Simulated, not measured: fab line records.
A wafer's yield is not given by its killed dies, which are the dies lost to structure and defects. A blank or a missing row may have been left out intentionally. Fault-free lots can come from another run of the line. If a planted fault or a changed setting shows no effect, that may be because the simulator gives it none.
Split-lot experiment + flow n5_finfet + on a route of 1938 steps: 7 lots, 21 wafers read

## THE SPLIT
At N5_BEOL_M8_ETCH_65 (etches SiARC in CF4, target depth 15.6 nm, time 26 s), the setting source_w was moved away from the recipe's 545 W on 9 of the 21 wafers read, by -17.4% to +15.8%. This setting was run at the recipe's value on the other wafers.

The split's own step is where the reading is taken.

## THE READING
rf_vpp_V, in V, at N5_BEOL_M8_ETCH_65 (etches SiARC in CF4, target depth 15.6 nm, time 26 s). Fault-free wafers of this fab line usually give 184.5 V, standard deviation 1.3 V.

| wafer  | tool, chamber at the split | source_w as run, W | against the recipe | rf_vpp_V, V | against lot-mates on the recipe |
|--------|----------------------------|--------------------|--------------------|-------------|---------------------------------|
| L074.2 | rie_diel-05, 3             | 605.7              | +11.1%             | 176.2       | no lot-mate on the recipe       |
| L074.3 | rie_diel-05, 0             | 605.7              | +11.1%             | 178.0       | no lot-mate on the recipe       |
| L074.5 | rie_diel-05, 3             | 605.7              | +11.1%             | 177.1       | no lot-mate on the recipe       |
| L076.1 | rie_diel-06, 1             | 545                | recipe             | 183.7       | -                               |
| L076.4 | rie_diel-06, 2             | 545                | recipe             | 187.2       | -                               |
| L076.6 | rie_diel-06, 2             | 545                | recipe             | 184.7       | -                               |
| L077.1 | rie_diel-06, 1             | 545                | recipe             | 186.4       | -                               |
| L077.4 | rie_diel-06, 3             | 545                | recipe             | 183.7       | -                               |
| L077.6 | rie_diel-06, 0             | 545                | recipe             | 184.9       | -                               |
| L081.3 | rie_diel-02, 0             | 631.3              | +15.8%             | 175.0       | -9.9                            |
| L081.4 | rie_diel-02, 1             | 545                | recipe             | 184.3       | -                               |
| L081.5 | rie_diel-02, 3             | 545                | recipe             | 185.6       | -                               |
| L092.1 | rie_diel-05, 3             | 450                | -17.4%             | 195.0       | +8.8                            |
| L092.4 | rie_diel-05, 2             | 545                | recipe             | 186.2       | -                               |
| L092.6 | rie_diel-05, 0             | 450                | -17.4%             | 196.7       | +10.5                           |
| L094.2 | rie_diel-02, 1             | 569.7              | +4.5%              | 180.0       | no lot-mate on the recipe       |
| L094.5 | rie_diel-02, 2             | 569.7              | +4.5%              | 179.0       | no lot-mate on the recipe       |
| L094.6 | rie_diel-02, 1             | 569.7              | +4.5%              | 179.6       | no lot-mate on the recipe       |
| L097.1 | rie_diel-06, 3             | 545                | recipe             | 184.1       | -                               |
| L097.3 | rie_diel-06, 0             | 545                | recipe             | 186.5       | -                               |
| L097.5 | rie_diel-06, 2             | 545                | recipe             | 185.3       | -                               |

THE FIT
A straight line over all 21 wafers: rf_vpp_V changes by -0.67 V for each +1% of source_w; r = -0.97; the points scatter about the line by 1.4 V.
The same after taking each lot's own level away (the mean of its wafers on the recipe; 15 wafers): -0.578 V for each +1%; r = -0.97; scatter 1.1 V.
Per that fit: largest source_w move, reading shift of 10 V.
The span of the lots' own levels, 184.95 to 186.20 V, comes to 1.0 times the standard deviation stated above.
So the lot-to-lot level changes the slope: the two fits differ.
Check: +10.7 V against its lot-mates is what the line predicts for one of the wafers moved furthest among these (-17.4%) when that wafer is left out of the fit. Against them it came out at +8.8 V.
Tool readings at the split's step, against how far the setting was moved: etch_rf_on_time_s r = -0.98; rf_vpp_V r = -0.97.

## THESE WAFERS: OTHER SPLITS
Before the reading, these wafers also passed through other splits. Each is held against what the fit with the lots' levels taken away leaves over:
| other split on the same wafers | wafers away from the commonest value | r with rf_vpp_V (lot level and that fit taken away) |
|--------------------------------|--------------------------------------|-----------------------------------------------------|
| N5_BEOL_M7_ETCH_41 source_w    | 8                                    | +0.10                                               |

## THE WHOLE CHAIN: every reading that the file lists as answering this split, in the file's order
| step               | what it does                                         | reading           | change (the file's fit)              | r (the file's) |
|--------------------|------------------------------------------------------|-------------------|--------------------------------------|----------------|
| N5_BEOL_M8_ETCH_65 | etches SiARC in CF4, target depth 15.6 nm, time 26 s | etch_rf_on_time_s | withheld for each +1% of the setting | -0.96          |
| N5_BEOL_M8_ETCH_65 | etches SiARC in CF4, target depth 15.6 nm, time 26 s | rf_vpp_V          | -0.588 V for each +1% of the setting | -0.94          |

## THE FILE'S OWN FIT
rf_vpp_V changes by -0.588 V for each +1% of source_w, r = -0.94.
